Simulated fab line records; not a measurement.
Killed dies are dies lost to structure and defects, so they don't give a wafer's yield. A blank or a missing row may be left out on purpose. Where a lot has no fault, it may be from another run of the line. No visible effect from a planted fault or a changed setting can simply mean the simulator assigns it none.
The tool behind it: which one? | flow nandHarc | 24 lots, 72 wafers sampled, at 3 steps of a route of 1302

WHAT EACH GAUGE READ, for each wafer
NHARC_A_CONTACT_INSPECT_71. Usual: 72 for rawDefectCount, sd 39.
lot  | measured     | on               | rawDefectCount | flag
L075 | day 21 23:34 | defectInspect-01 | 63 62 78       | 
L074 | day 22 09:47 | defectInspect-02 | 87 85 76       | 
L077 | day 22 16:08 | defectInspect-01 | 64 56 61       | 
L076 | day 22 16:26 | defectInspect-02 | 59 51 52       | 
L079 | day 23 08:07 | defectInspect-01 | 23 19 17       | 
L078 | day 23 21:50 | defectInspect-02 | 108 108 116    | 
L080 | day 27 08:51 | defectInspect-02 | 73 83 97       | 
L081 | day 24 16:38 | defectInspect-02 | 178 175 163    | 
L082 | day 25 01:22 | defectInspect-02 | 65 73 81       | 
L083 | day 25 15:33 | defectInspect-02 | 88 96 78       | 
L084 | day 26 05:07 | defectInspect-01 | 37 35 51       | 
L086 | day 26 07:49 | defectInspect-01 | 49 37 51       | 
L085 | day 26 13:55 | defectInspect-02 | 113 106 119    | 
L088 | day 27 10:11 | defectInspect-01 | 78 70 76       | 
L089 | day 27 11:17 | defectInspect-01 | 101 89 86      | 
L087 | day 28 06:44 | defectInspect-01 | 85 92 90       | 
L090 | day 28 16:45 | defectInspect-02 | 84 86 91       | 
L091 | day 29 11:49 | defectInspect-02 | 63 52 59       | 
L092 | day 29 23:10 | defectInspect-02 | 23 29 24       | 
L093 | day 30 03:08 | defectInspect-02 | 121 124 96     | 
L094 | day 30 04:27 | defectInspect-02 | 20 16 24       | 
L095 | day 30 13:28 | defectInspect-02 | 13 9 18        | 
L097 | day 30 19:21 | defectInspect-02 | 143 117 151    | 
L096 | day 30 19:35 | defectInspect-01 | 17 18 13       | 

EACH LOT AND THE TOOL THAT RAN IT (in order: tool; ch and the chambers of the sampled wafers; start)
lot  | NHARC_A_CONTACT_ETCH_49                      | NHARC_A_CONTACT_ETCH_122
L075 | rieDiel-13 ch 1,2, day 21 17:07 or earlier   | harCapEtch-03 ch 0,1, day 21 17:07
L074 | rieDiel-02 ch 0,2,3, day 22 02:46 or earlier | harCapEtch-02 ch 0,1, day 22 02:46
L077 | rieDiel-02 ch 2,3, day 22 08:37 or earlier   | harCapEtch-03 ch 0,1, day 22 08:37
L076 | rieDiel-13 ch 0,1,2, day 22 09:11 or earlier | harCapEtch-02 ch 0,1, day 22 09:11
L079 | rieDiel-09 ch 0,2,3, day 23 01:40 or earlier | harCapEtch-03 ch 0,1, day 23 01:40
L078 | rieDiel-09 ch 1,2,3, day 23 15:35 or earlier | harCapEtch-02 ch 0,1, day 23 15:35
L080 | rieDiel-02 ch 0,2,3, day 27 01:57 or earlier | harCapEtch-02 ch 0,1, day 27 01:57
L081 | rieDiel-02 ch 1,2,3, day 24 09:02 or earlier | harCapEtch-01 ch 0,1, day 24 09:02
L082 | rieDiel-02 ch 0,1, day 24 19:02 or earlier   | harCapEtch-01 ch 0,1, day 24 19:02
L083 | rieDiel-13 ch 0,2,3, day 25 09:00 or earlier | harCapEtch-01 ch 0,1, day 25 09:00
L084 | rieDiel-13 ch 0,1, day 25 21:00 or earlier   | harCapEtch-03 ch 0,1, day 25 21:00
L086 | rieDiel-13 ch 2,3, day 26 00:26 or earlier   | harCapEtch-01 ch 0,1, day 26 00:26
L085 | rieDiel-09 ch 0,1,2, day 26 06:45 or earlier | harCapEtch-01 ch 0,1, day 26 06:45
L088 | rieDiel-09 ch 1,2,3, day 27 02:17 or earlier | harCapEtch-01 ch 0,1, day 27 02:17
L089 | rieDiel-02 ch 1,2,3, day 27 02:25 or earlier | harCapEtch-03 ch 0,1, day 27 02:25
L087 | rieDiel-09 ch 1,3, day 28 00:26 or earlier   | harCapEtch-01 ch 0,1, day 28 00:26
L090 | rieDiel-02 ch 1,2,3, day 28 10:26 or earlier | harCapEtch-02 ch 0,1, day 28 10:26
L091 | rieDiel-02 ch 0,1,3, day 29 05:20 or earlier | harCapEtch-02 ch 0,1, day 29 05:20
L092 | rieDiel-02 ch 1,2, day 29 16:56 or earlier   | harCapEtch-01 ch 0,1, day 29 16:56
L093 | rieDiel-09 ch 0,1,3, day 29 20:10 or earlier | harCapEtch-02 ch 0,1, day 29 20:10
L094 | rieDiel-09 ch 0,2,3, day 29 21:44 or earlier | harCapEtch-03 ch 0, day 29 21:44
L095 | rieDiel-09 ch 1,2,3, day 30 04:54 or earlier | harCapEtch-03 ch 0,1, day 30 04:54
L097 | rieDiel-09 ch 1,2,3, day 30 12:04 or earlier | harCapEtch-03 ch 0,1, day 30 12:04
L096 | rieDiel-02 ch 0,2,3, day 30 12:38 or earlier | harCapEtch-01 ch 0,1, day 30 12:38
- NHARC_A_CONTACT_ETCH_49: etches the open film in N2/H2, target depth 260 nm, time 475.3 s.
- NHARC_A_CONTACT_ETCH_122: etches the open film in C4F8/O2/Ar, time 190 s, target depth 1850 nm.

AS READ BY THE TOOLS THEMSELVES (means over the sampled wafers that have a number; for cases with no such wafer, the mark the record gives instead)
NHARC_A_CONTACT_ETCH_49. Usual: drypumpMotorCurrentA 6.0 A, standard deviation 0.52; oesProductAu 0.996 a.u., standard deviation 0.013; rfVppV 431.2 V, standard deviation 2.8; showerheadPlenumPTorr 2.07 Torr, standard deviation 0.096; throttleValvePct 14.171 %, standard deviation 0.0097.
lot  | tool       | drypumpMotorCurrentA (A) | oesProductAu (a.u.) | rfVppV (V) | showerheadPlenumPTorr (Torr) | throttleValvePct (%) | flag
L075 | rieDiel-13 | 5.8                      | 0.997               | 431.6      | 2.11                         | 14.167               | 
L074 | rieDiel-02 | 6.4                      | 0.992               | 429.9      | 2.03                         | 14.167               | 
L077 | rieDiel-02 | 6.5                      | 0.985               | 428.4      | 1.94                         | 14.173               | 
L076 | rieDiel-13 | 6.0                      | 0.995               | 433.4      | 2.10                         | 14.164               | 
L079 | rieDiel-09 | 5.3                      | 0.982               | 432.6      | 2.13                         | 14.179               | 
L078 | rieDiel-09 | 5.4                      | 1.000               | 430.5      | 2.07                         | 14.169               | 
L080 | rieDiel-02 | 6.4                      | 0.984               | 429.9      | 2.03                         | 14.181               | 
L081 | rieDiel-02 | 6.5                      | 1.006               | 428.7      | 1.98                         | 14.177               | 
L082 | rieDiel-02 | 6.3                      | 0.984               | 432.0      | 2.10                         | 14.179               | 
L083 | rieDiel-13 | 5.7                      | 1.017               | 433.6      | 2.13                         | 14.161               | 
L084 | rieDiel-13 | 6.3                      | 1.018               | 431.7      | 2.09                         | 14.171               | 
L086 | rieDiel-13 | 5.7                      | 0.991               | 433.1      | 2.16                         | 14.169               | 
L085 | rieDiel-09 | 5.6                      | 1.003               | 432.4      | 2.13                         | 14.178               | 
L088 | rieDiel-09 | 5.5                      | 1.007               | 431.1      | 2.06                         | 14.169               | 
L089 | rieDiel-02 | 6.5                      | 0.986               | 428.0      | 1.98                         | 14.162               | 
L087 | rieDiel-09 | 5.8                      | 0.997               | 428.7      | 1.99                         | 14.169               | 
L090 | rieDiel-02 | 6.6                      | 0.996               | 428.4      | 1.97                         | 14.173               | 
L091 | rieDiel-02 | 6.5                      | 0.989               | 429.2      | 2.01                         | 14.165               | 
L092 | rieDiel-02 | 6.5                      | 0.997               | 429.1      | 2.02                         | 14.165               | 
L093 | rieDiel-09 | 5.7                      | 0.997               | 430.5      | 2.04                         | 14.176               | 
L094 | rieDiel-09 | 5.3                      | 0.992               | 432.0      | 2.11                         | 14.168               | 
L095 | rieDiel-09 | 5.5                      | 0.995               | 430.6      | 2.05                         | 14.174               | 
L097 | rieDiel-09 | 5.5                      | 1.000               | 431.4      | 2.05                         | 14.171               | 
L096 | rieDiel-02 | 6.4                      | 0.995               | 429.9      | 2.02                         | 14.173               | 

THE ANSWER, worked out from the rows above alone
Rule: a lot is off if the mean of its wafers that have a number lies more than 3 standard deviations from the usual mean. A lot without any number at a reading at which 4 lots or more have one is off too. Any other lot the step has rows for is counted as sound. The gauges are gone through in route order, then the tools' own readings, and for those a lot's mean is taken as printed above. At the first step where some lot is off, the reading lying furthest off is the one used; lots without a number count as furthest.
No lot is off on any of the readings shown, so nothing can be concluded from this.

WHAT WAS PUT IN BY THE SIMULATOR
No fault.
